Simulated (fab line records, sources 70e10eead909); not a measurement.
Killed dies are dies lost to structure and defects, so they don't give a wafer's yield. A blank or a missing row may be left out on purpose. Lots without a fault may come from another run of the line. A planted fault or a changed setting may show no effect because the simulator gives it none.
A struck lot beside a sound one | flow nand_harc | 40 steps out of a route of 1302
Sound: wafers L702.3, L702.4, L702.6. Struck: wafers L715.1, L715.6. (L715.3 of the same lot was not struck and is left out.) The cause comes at the end.
At each step with rows: each side's tool, then ch and its chambers, then its first start. Under that, the readings that differ: sound wafers | struck wafers | difference of the means | sigmas: that difference in standard deviations of wafers without a fault.
alike: readings whose means differ by less than 2 such deviations, and words and numbers that are the same on both sides. not compared: withheld readings, readings that some wafer has no value for, bounds like >300 that may hide the same value, and numbers for which the record gives no deviation and whose values overlap.
The two part at a step that has a row with sigmas, a row that says differs or no value, or rows on one side only. Numbers that don't overlap but have no deviation are shown without sigmas and don't part them. A reading that every wafer of one side lacks parts them only if that side has two wafers or more.

NHARC_A_BLC_CD_MEAS_10: target cd 100 nm.
  sound on cd_sem-01 ch 0, day 22 23:34; struck on cd_sem-02 ch 0, day 27 23:53
  alike: cd_nm
NHARC_A_BLC_OVL_MEAS_11:
  sound on overlay-01, day 22 23:40; struck on overlay-02, day 27 23:58
  alike: overlay_x_nm, overlay_y_nm
NHARC_A_BLC_INSPECT_12:
  sound on defect_inspect-01, day 22 23:42; struck on defect_inspect-01, day 28 00:01
  reading          | sound       | struck | difference | sigmas
  raw_defect_count | 111 104 114 | 57 41  | -61        | -2
then, 4 steps without rows for these wafers: NHARC_A_BLC_DESCUM_15 (chemistry O2, time 3 s); NHARC_A_BLC_ETCH_16 (etches the open film in CF4, target depth 39 nm, time 65 s); NHARC_A_BLC_ETCH_17 (etches the open film in N2/H2, target depth 390 nm, time 609.38 s); NHARC_A_BLC_ETCH_18 (etches the open film in C4F8/O2/Ar, target depth 910 nm).
NHARC_A_BLC_CD_MEAS_19:
  sound on cd_sem-01, day 23 00:44; struck on cd_sem-01, day 28 01:02
  alike: cd_nm
NHARC_A_BLC_STRIP_29: strips in CF4.
  sound on rie_diel-07 ch 2,3, day 23 00:49; struck on rie_diel-11 ch 0,3, day 28 01:07
  alike: drypump_motor_current_A, oes_product_au, rf_vpp_V, showerhead_plenum_p_Torr, throttle_valve_pct
  not compared: rf_hours_counter_h
then, 3 steps without rows for these wafers: NHARC_A_BLC_STRIP_21 (strips in O2); NHARC_A_BLC_STRIP_22 (strips in post etch residue remover, time 600 s); NHARC_A_BLC_DEGAS_30 (time 60 s).
NHARC_A_BLC_PRE_CLEAN_31: time 15 s.
  sound on pvd_sputter-01, day 23 01:26; struck on pvd_sputter-03, day 28 01:42
NHARC_A_BLC_PVD_32: deposits Ti, target thk 5 nm, time 17.7 s.
  sound on pvd_sputter-01; struck on pvd_sputter-03
  alike: throttle_valve_pct
NHARC_A_BLC_ALD_23: deposits TiN, target thk 3 nm, pulse time 1 s, ald cycles 150.
  sound on ald_metal-02 ch 2,3, day 23 01:36; struck on ald_metal-01 ch 0,3, day 28 01:55
  alike: heater_power_w, precursor_pulse_height_rel
then, 13 steps without rows for these wafers: NHARC_A_BLC_CVD_24 (deposits W, target thk 150 nm, time 434 s); NHARC_A_BLC_CMP_25 (polishes, t overpolish 30 s, target thk 150 nm); NHARC_A_BLC_SRD_27; NHARC_A_M0_DEP_00 (deposits SiOC, target thk 150 nm); NHARC_A_M0_DEHYDRATE_01 (time 120 s); NHARC_A_M0_HMDS_02 (time 30 s); NHARC_A_M0_COAT_33 (time 65 s); NHARC_A_M0_COAT_03 (resist thk 90 nm); NHARC_A_M0_SOFTBAKE_04 (time 55 s); NHARC_A_M0_EBR_05; NHARC_A_M0_EXPOSE_06 (exposes mask A M0, target cd 80 nm); NHARC_A_M0_PEB_07 (peb time 65 s); NHARC_A_M0_DEVELOP_08 (develop time 35 s).
NHARC_A_M0_CD_MEAS_09: target cd 80 nm.
  sound on cd_sem-03 ch 0, day 23 03:38; struck on cd_sem-03 ch 0, day 28 04:08
  alike: cd_nm
NHARC_A_M0_OVL_MEAS_10: pitch 160 nm.
  sound on overlay-02, day 23 03:44; struck on overlay-02, day 28 04:13
  reading           | sound          | struck  | difference | sigmas
  overlay_x_nm (nm) | -0.8 -0.8 -0.5 | 0.8 1.8 | +2.0       | +2
  alike: overlay_y_nm
NHARC_A_M0_DESCUM_14: chemistry O2, time 3 s.
  sound on rie_diel-09 ch 2,3, day 23 03:49; struck on rie_diel-08 ch 0,1, day 28 04:19
  alike: drypump_motor_current_A, oes_product_au, rf_vpp_V, showerhead_plenum_p_Torr, throttle_valve_pct
  not compared: rf_hours_counter_h
then, 2 steps without rows for these wafers: NHARC_A_M0_ETCH_34 (etches the open film in N2/H2, target depth 40 nm, overetch 12 nm, time 43.94 s); NHARC_A_M0_ETCH_15 (etches the open film in C4F8/Ar, target depth 150 nm, overetch 15 nm, time 82.5 s).
NHARC_A_M0_CD_MEAS_16:
  sound on cd_sem-03, day 23 04:10; struck on cd_sem-02, day 28 04:40
  alike: cd_nm
then, 2 steps without rows for these wafers: NHARC_A_M0_STRIP_18 (strips in N2/H2); NHARC_A_M0_STRIP_19 (strips in post etch residue remover, time 600 s).
NHARC_A_M0_DEGAS_28: time 60 s.
  sound on pvd_sputter-02, day 23 04:47; struck on pvd_sputter-03, day 28 05:17
  alike: heater_power_w
then, 2 steps without rows for these wafers: NHARC_A_M0_PRE_CLEAN_29 (time 30 s); NHARC_A_M0_PVD_20 (deposits TaN, target thk 5 nm, time 8.06 s).
NHARC_END_SORT_01:
  the record has rows for the struck wafers here (prober-01 ch 0, day 29 16:29) and none for the sound ones

WHERE THEY PART
First at NHARC_A_BLC_INSPECT_12; last, within this record, at NHARC_END_SORT_01.

WHY: what the simulator had put in
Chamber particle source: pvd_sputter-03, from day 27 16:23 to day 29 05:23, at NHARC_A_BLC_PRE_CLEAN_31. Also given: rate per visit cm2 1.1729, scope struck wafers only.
